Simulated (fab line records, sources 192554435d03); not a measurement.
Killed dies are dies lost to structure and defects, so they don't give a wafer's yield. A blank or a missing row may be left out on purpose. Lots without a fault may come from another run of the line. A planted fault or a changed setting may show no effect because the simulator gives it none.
Chamber matching | flow n5_finfet | N5_BEOL_M10_CURE_71 on uv_cure-03: 3 sister chambers
The step cures SiCOH lowk, time 240 s. 18 wafers are shown with their chamber, then 9 later ones without.

WAFERS WITH THEIR CHAMBER
wafer  | chamber | wafer_temp_C_max | lamp_power_pct (%)
L074.2 | 2       | 386.3            | 52.32
L074.3 | 2       | 386.3            | 52.33
L074.4 | 2       | 386.0            | 52.30
L077.2 | 2       | 386.4            | 52.37
L077.3 | 2       | 386.5            | 52.31
L077.4 | 2       | 386.8            | 52.30
L080.3 | 0       | 387.2            | 52.39
L080.4 | 0       | 388.2            | 52.31
L080.5 | 0       | 387.1            | 52.25
L082.1 | 1       | 386.8            | 52.34
L082.4 | 1       | 387.3            | 52.28
L082.6 | 1       | 386.7            | 52.29
L081.3 | 0       | 387.7            | 52.34
L081.5 | 0       | 387.8            | 52.41
L081.6 | 0       | 387.1            | 52.33
L084.1 | 1       | 387.2            | 52.35
L084.2 | 1       | 387.0            | 52.40
L084.6 | 1       | 387.6            | 52.40

SIGNATURES (means of the wafers above)
reading          | chamber 0 | chamber 1 | chamber 2 | scatter within a chamber
wafer_temp_C_max | 387.517   | 387.100   | 386.383   | 0.359
lamp_power_pct   | 52.3383   | 52.3433   | 52.3217   | 0.0471
Rule: a wafer's distance from a chamber is the root of the sum, over the readings, of the square of ((its reading less the chamber's mean) divided by the reading's scatter). The wafer belongs to the nearest chamber; if the next one is less than 2 further off, it can't be placed. The scatter: the root of (the sum of the squares of (reading less its chamber's mean) over the shown wafers, divided by (wafers less chambers)).

WAFERS WITHOUT THEIR CHAMBER
wafer  | wafer_temp_C_max | lamp_power_pct (%)
L087.1 | 386.4            | 52.33
L087.2 | 386.2            | 52.34
L087.3 | 386.3            | 52.26
L089.1 | 386.6            | 52.37
L089.4 | 386.6            | 52.29
L089.6 | 386.4            | 52.34
L091.1 | 387.5            | 52.36
L091.2 | 387.8            | 52.25
L091.3 | 386.9            | 52.49

WHICH CHAMBER EACH WENT THROUGH
wafer  | from the rows above          | in truth
L087.1 | can't be placed: 2 or 1      | 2
L087.2 | can't be placed: 2 or 1      | 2
L087.3 | can't be placed: 2 or 1      | 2
L089.1 | can't be placed: 2 or 1 or 0 | 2
L089.4 | can't be placed: 2 or 1 or 0 | 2
L089.6 | can't be placed: 2 or 1      | 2
L091.1 | can't be placed: 0 or 1      | 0
L091.2 | can't be placed: 0 or 1      | 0
L091.3 | can't be placed: 1 or 0 or 2 | 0
Placed correctly: 0 of 9. Can't be placed from these rows: 9 (the true chamber is among the candidates in 9). Placed wrongly: 0.
